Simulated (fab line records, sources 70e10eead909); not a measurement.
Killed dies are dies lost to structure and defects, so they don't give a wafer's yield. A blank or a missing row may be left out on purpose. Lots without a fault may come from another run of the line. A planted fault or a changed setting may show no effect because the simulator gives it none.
Which tool did it? | flow nand_harc | 6 lots, 18 wafers sampled, at 2 steps of a route of 1302

WHAT THE GAUGES READ, wafer by wafer
NHARC_A_BONDPAD_THK_MEAS_30: measures by ellipsometry.
lot  | measured     | on            | thk_nm (nm)
L320 | day 24 16:13 | film_metro-01 | 199.0 198.4 199.6
L328 | day 28 12:03 | film_metro-01 | 200.4 200.0 198.6
L330 | day 28 21:46 | film_metro-01 | 201.4 200.4 200.0
L333 | day 30 16:58 | film_metro-01 | 200.5 201.5 198.4
L335 | day 31 11:34 | film_metro-01 | 199.2 198.9 201.1
L337 | day 33 16:25 | film_metro-02 | 199.3 201.0 197.7

WHICH TOOL RAN EACH LOT (tool, then ch and the chambers of the sampled wafers, then the start)
lot  | NHARC_A_CHANNEL_FILL_D1_ALD_03
L320 | ald_sin_batch-02 ch 0, day 10 23:14
L328 | ald_sin_batch-03 ch 0, day 14 10:59
L330 | ald_sin_batch-01 ch 0, day 15 05:33
L333 | ald_sin_batch-03 ch 0, day 16 05:38
L335 | ald_sin_batch-02 ch 0, day 17 12:59
L337 | ald_sin_batch-02 ch 0, day 18 12:36
- NHARC_A_CHANNEL_FILL_D1_ALD_03: deposits SiNx, target thk 6 nm, pulse time 60 s, ald cycles 58.

THE ANSWER, worked out from the rows above alone
Rule: what is usual is taken from the lots themselves. Put in order of their means at a reading, lots are off if they are a third of the lots or fewer, leave a main group of 4 or more, and stand apart from it by a gap of 3 or more times the standard deviation of the main group's means; of several such gaps the widest counts. A main group whose means are all the same, to the digits that the tables above print for the reading, isn't used. A lot without any number at a reading at which 4 lots or more have one is off too. The other lots that the step has rows for count as sound.
No lot is off at any reading shown: from this, nothing can be told.

WHAT THE SIMULATOR HAD PUT IN
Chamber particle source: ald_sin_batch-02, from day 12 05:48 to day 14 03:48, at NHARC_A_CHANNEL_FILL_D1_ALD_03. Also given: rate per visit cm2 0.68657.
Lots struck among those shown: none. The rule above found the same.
